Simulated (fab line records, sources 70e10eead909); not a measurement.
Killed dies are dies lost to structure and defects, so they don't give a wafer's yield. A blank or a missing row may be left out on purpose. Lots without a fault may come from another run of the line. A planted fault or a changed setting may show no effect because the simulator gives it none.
One fault seen from 2 desks | flow nand_harc | each desk has only its own numbers; what lay behind them comes last

THE TOOL OWNER'S DESK: ald_sin_batch-01
The tool's own readings at NHARC_A_CHANNEL_FILL_D1_ALD_15 (deposits SiNx, target thk 2 nm, pulse time 60 s, ald cycles 19): means of the sampled wafers that have a number, for each lot that ran on this tool. A lot is out of limits, marked OUT, if its mean lies more than 4 standard deviations from the usual mean; the brackets give that distance.
Columns: A = precursor_pulse_height_rel at NHARC_A_CHANNEL_FILL_D1_ALD_15, usual 1.000
lot  | first seen here | A
L985 | day 9 16:32     | 0.986
L990 | day 11 08:08    | 0.982
L991 | day 11 08:08    | 0.997
L992 | day 11 08:08    | 1.003
L993 | day 11 19:04    | 1.000
L100 | day 13 02:06    | 1.005
L999 | day 13 02:06    | 1.005
L101 | day 13 09:33    | 1.012
This desk's finding: nothing out of limits on any of the 8 lots.

THE METROLOGY DESK
What the gauges read, lot by lot, whatever tool the lot ran on: means of the sampled wafers that have a number. A lot is out of limits, marked OUT, if its mean lies more than 4 standard deviations from the usual mean; the brackets give that distance.
Columns: A = thk_nm at NHARC_A_CHANNEL_FILL_D1_THK_MEAS_06, usual 5.0 nm
lot  | first seen here | A
L984 | day 9 23:07     | 5.9
L983 | day 10 06:42    | 4.4
L985 | day 10 18:04    | 4.5
L987 | day 11 02:40    | 5.8
L990 | day 12 09:36    | 4.0
L991 | day 12 09:36    | 5.6
L992 | day 12 09:36    | 5.4
L993 | day 12 20:40    | 5.0
L100 | day 14 03:31    | 5.4
L999 | day 14 03:31    | 4.6
L101 | day 14 18:58    | 6.1
L105 | day 15 14:22    | 5.0
L106 | day 15 18:02    | 5.0
This desk's finding: nothing out of limits on any of the 13 lots.

PUT TOGETHER
The tool owner's desk saw nothing out of limits.
The metrology desk saw nothing out of limits.

WHAT THE SIMULATOR HAD PUT IN
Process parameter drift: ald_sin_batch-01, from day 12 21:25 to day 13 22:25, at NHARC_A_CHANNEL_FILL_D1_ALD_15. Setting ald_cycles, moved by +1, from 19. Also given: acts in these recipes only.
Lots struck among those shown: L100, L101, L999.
